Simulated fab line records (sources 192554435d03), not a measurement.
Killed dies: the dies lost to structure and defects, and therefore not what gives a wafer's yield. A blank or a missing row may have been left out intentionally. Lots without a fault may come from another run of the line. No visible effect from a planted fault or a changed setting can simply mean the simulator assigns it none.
fab line records	flow n5_finfet
record: lots: 11	wafers: 33	last_day: 18
route steps=1938 shown MOL_CONTACT_COAG@613 BEOL_M0_SAQP@632 PASSIVATION@1936
lots with no fault: from the same line, run without faults
start_h: start of the lot's first displayed wafer, in hours after the record's first day	wait_h: hours since the lot's step before	" repeats the value in the row above	L1.1+2: a row that stands for several wafers	- no value, or no start was given	* or withheld: withheld	< > ~ a bound
route shown NAME@n: a module of which the file shows steps, and the number in the route of the first	usual: mean/standard deviation taken from wafers without a fault	same: alike in all rows	chamber/n: place in a boat	sites: each site's reading	_std_site: how widely they spread, as a standard deviation	_edge_site: the outer-site mean with the inner-site mean subtracted	radius_mm: for every site, how far away it sits from the centre of the wafer	mask NAME#n: copy n	behind: the most recent tool/chamber to have shaped the wafer	hold: why the lot went on hold/how many hours it stayed there/how the hold came to an end	device: whichever transistor did not switch (one of n, p or np)	end of line: tests run on the same wafers once the route is complete	a step without rows: its recipe alone	killed: the dies lost at the first sort to structure and to defects; this is not the yield of the wafer	map: a wafer's dies, marking killed ones x, the rest . and places with no die _
set.NAME: the setting as run; set.NAME@STEP: as run at that earlier step	model.NAME: the simulator's own value behind a step, which no gauge read
steps of the route over a sample of lots; a table a step, a row a wafer
services: from which hour (start_h, from the record's first day; less than 0 if before it) a tool's chamber was out of use, for how many hours, and why
== steps ==
step: N5_MOL_CONTACT_COAG_ETCHBACK_136
recipe: chemistry: CHF3	target: SiO2	target_depth_a: 250	time_s: 16.7	ion_energy_ev: 200	pressure_mtorr: 30	source_w: 610	bias_w: 170	Ar_flow_sccm: 200	CHF3_flow_sccm: 50
usual: drypump_motor_current_A: 5.8/0.48	oes_product_au: 0.77/0.092	rf_fwd_power_W: 598/3.3	rf_vpp_V: 528/12	showerhead_plenum_p_Torr: 2.38/0.089	throttle_valve_pct: 18.71/0.22
lot.wafer	tool	chamber	start_h	wait_h	drypump_motor_current_A	oes_product_au	rf_fwd_power_W	rf_hours_counter_h	rf_vpp_V	showerhead_plenum_p_Torr	throttle_valve_pct
L326.3	rie_diel-02	0	101.08	0.0	5.3	0.73	596	177	527	2.26	18.46
L326.4	"	1	"	"	6.2	0.72	603	189	542	2.47	18.69
L326.5	"	2	"	"	5.2	0.72	603	-	524	2.46	19.02
L331.3	rie_diel-04	1	139.13	0.0	6.3	0.68	593	237	509	2.34	18.66
L331.4	"	0	"	"	6.7	0.67	596	240	537	2.25	19.03
L331.6	"	3	"	"	6.4	0.91	598	-	540	2.45	18.79
L333.1	rie_diel-04	1	144.30	0.0	6.3	0.69	593	239	511	2.34	18.66
L333.5	"	1	"	"	6.3	0.69	594	-	509	2.34	18.68
L333.6	"	0	"	"	6.7	0.67	596	-	536	2.25	19.05
L334.2	rie_diel-03	1	151.74	0.0	5.3	0.85	596	61	525	2.40	18.35
L334.3	"	0	"	"	5.6	0.73	598	181	529	2.36	18.54
L334.6	"	3	"	"	5.7	0.70	599	-	497	2.26	19.00
L340.1	rie_diel-04	0	194.55	0.0	6.7	0.94	595	6	545	2.53	18.66
L340.3	"	3	"	"	6.4	0.87	600	43	541	2.44	18.84
L340.4	"	2	"	"	5.6	0.70	596	-	528	2.25	18.87
L341.1	rie_diel-02	2	195.87	0.0	5.2	0.70	602	235	524	2.45	19.08
L341.4	"	0	"	"	5.3	0.71	597	208	528	2.25	18.51
L341.5	"	0	"	"	5.3	0.71	600	-	529	2.25	18.52
L342.1	rie_diel-04	0	204.51	0.0	6.7	0.92	593	10	546	2.53	18.66
L342.2	"	1	"	"	6.3	1.01	595	1	509	2.34	18.33
L342.5	"	0	"	"	6.7	0.92	594	-	544	2.53	18.66
L346.2	rie_diel-02	3	220.51	0.0	5.6	0.73	598	187	528	2.39	18.84
L346.3	"	0	"	"	5.3	0.70	595	216	528	2.24	18.50
L346.5	"	0	"	"	5.3	0.70	599	-	527	2.25	18.53
L347.1	rie_diel-02	2	227.46	0.0	5.2	0.69	602	245	526	2.45	19.11
L347.3	"	0	"	"	5.3	0.70	600	219	529	2.24	18.54
L347.4	"	1	"	"	6.2	0.70	602	230	543	2.46	18.76
L349.1	rie_diel-02	2	238.70	0.0	5.2	0.69	605	248	523	2.44	19.12
L349.3	"	3	"	"	5.6	0.73	598	193	529	2.38	18.83
L349.5	"	2	"	"	5.2	0.69	602	-	522	2.44	19.12
L348.1	rie_diel-03	2	241.45	0.0	5.4	0.77	596	123	535	2.38	18.52
L348.3	"	3	"	"	5.7	0.92	598	18	505	2.53	18.62
L348.5	"	3	"	"	5.7	0.92	599	-	506	2.53	18.63
step: N5_MOL_CONTACT_COAG_ANNEAL_112
recipe: temp_c: 400	time_s: 1800	ambient: HPD2	pressure_atm: 10
usual: pressure_atm: 10.001/0.02	spike_tc_bottom_C: 422.9/1	wafer_temp_C_max: 403.2/0.6	zone_power_top_pct: 20.28/0.2
lot.wafer	tool	chamber	start_h	wait_h	pressure_atm	spike_tc_bottom_C	wafer_temp_C_max	zone_power_top_pct
L326.3	hp_anneal-01	0	105.04	2.8	9.990	423.2	403.6	20.12
L326.4	"	0	"	"	10.010	423.5	403.1	20.10
L326.5	"	0	"	"	9.996	422.3	403.7	20.53
L331.3	hp_anneal-01	0	142.94	2.7	9.981	422.1	403.9	20.57
L331.4	"	0	"	"	9.984	421.9	403.4	20.29
L331.6	"	0	"	"	9.998	423.7	403.7	20.10
L333.1	hp_anneal-01	0	145.94	0.5	10.037	422.1	403.0	20.16
L333.5	"	0	"	"	10.032	422.1	403.9	20.22
L333.6	"	0	"	"	10.020	423.8	402.9	20.16
L334.2	hp_anneal-01	0	152.90	0.0	10.020	423.1	403.2	20.32
L334.3	"	0	"	"	10.001	423.0	403.4	20.29
L334.6	"	0	"	"	10.016	423.9	402.7	20.41
L340.1	hp_anneal-01	0	195.73	0.0	9.977	423.5	402.9	20.31
L340.3	"	0	"	"	10.007	423.1	402.6	19.70
L340.4	"	0	"	"	10.003	421.3	402.9	20.27
L341.1	hp_anneal-01	-	198.73	1.7	-	-	-	-
L341.4	"	-	"	"	-	-	-	-
L341.5	"	-	"	"	-	-	-	-
L342.1	hp_anneal-01	-	205.66	0.0	-	-	-	-
L342.2	"	-	"	"	-	-	-	-
L342.5	"	-	"	"	-	-	-	-
L346.2	hp_anneal-01	0	223.58	1.9	10.017	421.9	402.4	20.08
L346.3	"	0	"	"	9.983	423.1	402.9	20.45
L346.5	"	0	"	"	9.980	422.4	403.3	20.00
L347.1	hp_anneal-01	0	228.62	0.0	9.991	423.3	403.8	19.88
L347.3	"	0	"	"	10.008	422.5	403.9	20.15
L347.4	"	0	"	"	9.976	422.2	403.2	20.49
L349.1	hp_anneal-01	0	239.86	0.0	10.039	422.9	402.7	20.10
L349.3	"	0	"	"	9.999	421.8	403.0	20.38
L349.5	"	0	"	"	10.039	422.9	403.3	20.20
L348.1	hp_anneal-01	0	242.86	0.3	9.999	423.2	402.7	19.92
L348.3	"	0	"	"	9.990	423.6	403.1	20.37
L348.5	"	0	"	"	10.022	422.6	402.8	20.12
step: N5_BEOL_M0_SAQP_PECVD_00
recipe: material: SiCN	target_thk_a: 80	temp_c: withheld	precursor: 3MS/NH3	pressure_torr: 3	rf_w: 202	time_s: 14
usual: rf_fwd_power_W: 198.7/0.92	showerhead_plenum_p_Torr: 3.668/0.011	throttle_valve_pct: 8.8/0.36
lot.wafer	tool	chamber	start_h	wait_h	rf_fwd_power_W	showerhead_plenum_p_Torr	since_wet_clean_h	throttle_valve_pct
L326.3	pecvd-02	1	108.41	0.1	197.9	3.672	1537	8.8
L326.4	"	0	"	"	198.9	3.666	-	8.9
L326.5	"	2	"	"	199.5	3.670	-	8.7
L331.3	pecvd-04	0	146.30	0.1	200.7	3.650	669	9.2
L331.4	"	0	"	"	199.6	3.655	-	9.2
L331.6	"	1	"	"	197.6	3.673	-	8.9
L333.1	pecvd-04	0	149.31	0.2	200.5	3.657	672	9.2
L333.5	"	0	"	"	200.0	3.658	-	9.3
L333.6	"	1	"	"	198.5	3.680	-	8.9
L334.2	pecvd-01	2	156.25	0.2	196.9	3.682	194	8.2
L334.3	"	1	"	"	199.2	3.672	1766	8.9
L334.6	"	1	"	"	199.6	3.670	-	9.0
L340.1	pecvd-01	0	199.09	0.2	199.8	3.670	111	8.8
L340.3	"	1	"	"	199.4	3.676	1809	9.1
L340.4	"	0	"	"	199.9	3.679	-	8.8
L341.1	pecvd-01	2	202.09	0.2	197.5	3.683	240	8.1
L341.4	"	0	"	"	199.4	3.683	-	8.7
L341.5	"	1	"	"	199.2	3.661	-	9.0
L342.1	pecvd-04	0	209.02	0.2	198.5	3.661	13	8.8
L342.2	"	1	"	"	198.1	3.666	1457	8.7
L342.5	"	0	"	"	198.6	3.659	-	8.4
L346.2	pecvd-04	1	226.96	0.2	198.5	3.673	1475	8.9
L346.3	"	0	"	"	198.3	3.664	-	8.7
L346.5	"	0	"	"	199.2	3.657	-	8.6
L347.1	pecvd-04	1	231.99	0.2	197.7	3.659	1480	8.6
L347.3	"	0	"	"	198.6	3.652	36	8.2
L347.4	"	0	"	"	198.8	3.663	-	8.8
L349.1	pecvd-01	0	243.24	0.2	199.8	3.692	155	8.7
L349.3	"	2	"	"	197.8	3.693	281	8.4
L349.5	"	0	"	"	199.3	3.683	-	8.7
L348.1	pecvd-04	1	246.22	0.2	198.6	3.666	1494	8.5
L348.3	"	2	"	"	197.7	3.650	15	8.3
L348.5	"	2	"	"	198.2	3.660	-	8.4
step: N5_BEOL_M0_SAQP_HM_DEP_02
recipe: material: TiN	target_thk_a: 120	temp_c: 25	chamber_pressure_pa: 0.49996
usual: throttle_valve_pct: 30.0/1.2
lot.wafer	tool	chamber	start_h	wait_h	throttle_valve_pct
L326.3	pvd_sputter-01	-	109.88	1.4	28.2
L326.4	"	-	"	"	30.1
L326.5	"	-	"	"	28.3
L331.3	pvd_sputter-03	-	146.60	0.3	28.8
L331.4	"	-	"	"	29.4
L331.6	"	-	"	"	31.2
L333.1	pvd_sputter-03	-	150.82	1.5	31.1
L333.5	"	-	"	"	29.0
L333.6	"	-	"	"	29.1
L334.2	pvd_sputter-03	-	156.93	0.6	29.3
L334.3	"	-	"	"	29.1
L334.6	"	-	"	"	28.7
L340.1	pvd_sputter-01	-	199.48	0.3	29.9
L340.3	"	-	"	"	28.2
L340.4	"	-	"	"	31.5
L341.1	pvd_sputter-01	-	204.58	2.5	28.3
L341.4	"	-	"	"	30.1
L341.5	"	-	"	"	30.2
L342.1	pvd_sputter-01	-	209.65	0.6	27.9
L342.2	"	-	"	"	30.3
L342.5	"	-	"	"	30.3
L346.2	pvd_sputter-01	-	227.36	0.3	28.1
L346.3	"	-	"	"	30.4
L346.5	"	-	"	"	31.6
L347.1	pvd_sputter-02	-	235.10	3.1	30.2
L347.3	"	-	"	"	32.4
L347.4	"	-	"	"	29.2
L349.1	pvd_sputter-02	-	244.19	0.9	30.1
L349.3	"	-	"	"	29.3
L349.5	"	-	"	"	28.9
L348.1	pvd_sputter-02	-	247.83	1.6	32.3
L348.3	"	-	"	"	29.9
L348.5	"	-	"	"	30.1
step: N5_PASSIVATION_PROBE_49
usual: killed_at_M0_to_M3: 37/12	killed_at_M4_up: 14/5.3	killed_at_contacts: 12/6.2	killed_at_front_end: 41/11	killed_at_other: 3.7/2.9	killed_dies: 107/17	killed_open: 71/12	killed_short: 34/7.9
same: gross_dies: 1180	killed_at_back_side: 0
lot.wafer	tool	chamber	start_h	wait_h	killed_at_M0_to_M3	killed_at_M4_up	killed_at_contacts	killed_at_front_end	killed_at_other	killed_dies	killed_open	killed_short
L333.1	prober-01	-	325.84	0.0	80	12	7	41	1	141	76	60
L333.5	prober-01	-	326.04	0.2	53	11	10	54	1	129	79	45
L333.6	prober-01	-	326.09	0.3	89	10	12	30	8	149	93	54
L341.1	prober-01	-	374.72	0.0	20	8	17	44	4	93	60	33
L341.4	prober-01	-	374.87	0.2	34	11	18	39	4	106	73	33
L341.5	prober-01	-	374.92	0.2	28	14	29	30	4	105	72	31
L342.1	prober-02	-	389.00	0.0	36	6	7	40	3	92	64	22
L342.2	prober-02	-	389.05	0.1	44	14	15	36	2	111	77	31
L342.5	prober-02	-	389.20	0.2	46	20	31	35	12	144	103	36
L349.1	prober-02	-	426.06	0.0	38	18	7	58	3	124	86	35
L349.3	prober-02	-	426.16	0.1	27	16	5	43	4	95	55	40
L349.5	prober-02	-	426.26	0.2	41	19	11	49	2	122	73	47
killed by level:class
L333.1 BEOL_M0_SAQP:geometric_particle:open=19 BEOL_M0_SAQP:geometric_particle:short=18 FIN_SAQP:geometric_particle:open=13 BEOL_M1:geometric_particle:short=12 FIN_SAQP:geometric_particle:short=10 BEOL_M2:geometric_particle:open=10 BEOL_M1:geometric_particle:open=6 BEOL_M3:geometric_particle:short=6
L333.5 BEOL_M0_SAQP:geometric_particle:open=18 BEOL_M0_SAQP:geometric_particle:short=14 GATE_CUT:geometric_particle:short=10 FIN_SAQP:geometric_particle:short=9 FIN_SAQP:geometric_particle:open=8 STI_FIN_REVEAL:geometric_particle:open=7 MOL_CONTACT_COAG:geometric_particle:open=7 BEOL_M1:geometric_particle:open=6
L333.6 BEOL_M0_SAQP:geometric_particle:short=22 BEOL_M0_SAQP:geometric_particle:open=22 BEOL_M2:geometric_particle:open=16 BEOL_M3:geometric_particle:open=9 BEOL_M1:geometric_particle:open=9 MOL_CONTACT_COAG:geometric_particle:open=8 FIN_SAQP:geometric_particle:open=6 STI_FIN_REVEAL:geometric_particle:open=5
L341.1 MOL_CONTACT_COAG:geometric_particle:open=14 STI_FIN_REVEAL:geometric_particle:open=14 STI_FIN_REVEAL:geometric_particle:short=8 BEOL_M2:geometric_particle:open=7 FIN_SAQP:geometric_particle:short=6 BEOL_M3:geometric_particle:open=5 FIN_SAQP:geometric_particle:open=4 GATE_CUT:geometric_particle:short=4
L341.4 MOL_CONTACT_COAG:geometric_particle:open=16 STI_FIN_REVEAL:geometric_particle:open=13 FIN_SAQP:geometric_particle:open=10 BEOL_M0_SAQP:geometric_particle:open=9 FIN_SAQP:geometric_particle:short=8 BEOL_M0_SAQP:geometric_particle:short=8 BEOL_M1:geometric_particle:short=4 DUMMY_GATE:geometric_particle:open=3
L341.5 MOL_CONTACT_COAG:geometric_particle:open=26 FIN_SAQP:geometric_particle:open=9 STI_FIN_REVEAL:geometric_particle:open=5 STARTING-WAFER:geometric_particle:open=5 BEOL_M0:geometric_particle:open=5 BEOL_M1:geometric_particle:short=5 BEOL_M4:geometric_particle:open=5 BEOL_M0_SAQP:geometric_particle:open=4
L342.1 BEOL_M2:geometric_particle:open=10 STI_FIN_REVEAL:geometric_particle:open=8 BEOL_M3:geometric_particle:open=8 FIN_SAQP:geometric_particle:open=7 MOL_CONTACT_COAG:geometric_particle:open=7 BEOL_M1:geometric_particle:open=6 BEOL_M0_SAQP:geometric_particle:short=4 HKMG_FIN:area_etch=4
L342.2 STI_FIN_REVEAL:geometric_particle:open=17 MOL_CONTACT_COAG:geometric_particle:open=13 BEOL_M0_SAQP:geometric_particle:short=9 BEOL_M0_SAQP:geometric_particle:open=8 BEOL_M2:geometric_particle:open=8 BEOL_M5:geometric_particle:open=6 BEOL_M0:geometric_particle:open=5 BEOL_M1:geometric_particle:open=4
L342.5 MOL_CONTACT_COAG:geometric_particle:open=26 BEOL_M1:geometric_particle:open=15 STI_FIN_REVEAL:geometric_particle:open=10 BEOL_M0_SAQP:geometric_particle:short=8 BEOL_M2:geometric_particle:open=7 BEOL_M4:geometric_particle:open=7 MOL_CONTACT_COAG:geometric_particle:short=5 BEOL_M3:geometric_particle:open=5
L349.1 FIN_SAQP:geometric_particle:open=16 FIN_SAQP:geometric_particle:short=13 BEOL_M0_SAQP:geometric_particle:open=9 BEOL_M0_SAQP:geometric_particle:short=8 BEOL_M2:geometric_particle:open=7 BEOL_M3:geometric_particle:open=7 BEOL_M4:geometric_particle:open=7 MOL_CONTACT_COAG:geometric_particle:open=6
L349.3 FIN_SAQP:geometric_particle:short=9 BEOL_M4:geometric_particle:open=8 FIN_SAQP:geometric_particle:open=7 BEOL_M0_SAQP:geometric_particle:short=7 BEOL_M0_SAQP:geometric_particle:open=6 STI_FIN_REVEAL:geometric_particle:open=5 GATE_CUT:geometric_particle:short=5 BEOL_M2:geometric_particle:open=4
L349.5 BEOL_M0_SAQP:geometric_particle:short=15 DUMMY_GATE:geometric_particle:open=11 MOL_CONTACT_COAG:geometric_particle:open=10 BEOL_M4:geometric_particle:open=10 GATE_CUT:geometric_particle:short=9 BEOL_M3:geometric_particle:open=8 BEOL_M0_SAQP:geometric_particle:open=8 FIN_SAQP:geometric_particle:short=7
== services ==
tool	chamber	start_h	hours	kind
rie_diel-02	0	79.64	8.6	repair
rie_diel-02	1	79.64	3.7	repair
pecvd-01	-	80.04	28.1	pm
pvd_sputter-01	-	86.52	4.8	repair
pecvd-04	1	99.31	8.8	repair
pvd_sputter-01	-	137.17	2.2	repair
pecvd-01	-	139.51	14.6	pm
rie_diel-02	-	145.40	4.3	pm
rie_diel-02	-	163.03	3.2	repair
pecvd-04	0	166.05	-	clean
pecvd-04	0	166.05	29.5	scheduled_down
pecvd-04	0	166.05	29.5	vent_cycle
rie_diel-03	3	189.80	9.6	repair
pecvd-04	2	202.38	-	clean
pecvd-04	2	202.38	-	consumable_replace:showerhead
pecvd-04	2	202.38	29.0	scheduled_down
pecvd-04	2	202.38	29.0	vent_cycle
rie_diel-03	-	219.02	2.8	pm
pvd_sputter-01	-	231.67	2.2	repair
pvd_sputter-01	-	236.50	2.7	repair
rie_diel-02	2	241.92	-	clean
rie_diel-02	2	241.92	-	consumable_replace:focus_ring
rie_diel-02	2	241.92	31.1	scheduled_down
rie_diel-02	2	241.92	31.1	vent_cycle
== key ==
first_sign: step: N5_MOL_CONTACT_COAG_ANNEAL_112	reading: tool_record	direction: missing
effect none on later readings
met_at N5_MOL_CONTACT_COAG_ANNEAL_112
struck_lots L341,L342
tester_left_out L341,L342
not_acting_at N5_MOL_CONTACT_COAG_ETCHBACK_136,N5_BEOL_M0_SAQP_PECVD_00,N5_BEOL_M0_SAQP_HM_DEP_02
onset_between 195.73 198.73
fault: kind: skipped_step_whole	tool: hp_anneal-01	chamber: -	onset_h: 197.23	steps: N5_MOL_CONTACT_COAG_ANNEAL_112	scope: struck_lots_only
tester_left_out: of these lots the tester's yield and bins aren't shown, on N5 and GAA mostly nor the transistor test; their killed dies are dies lost to structure and defects alone, not to doping, threshold or leakage, so they don't give the yield
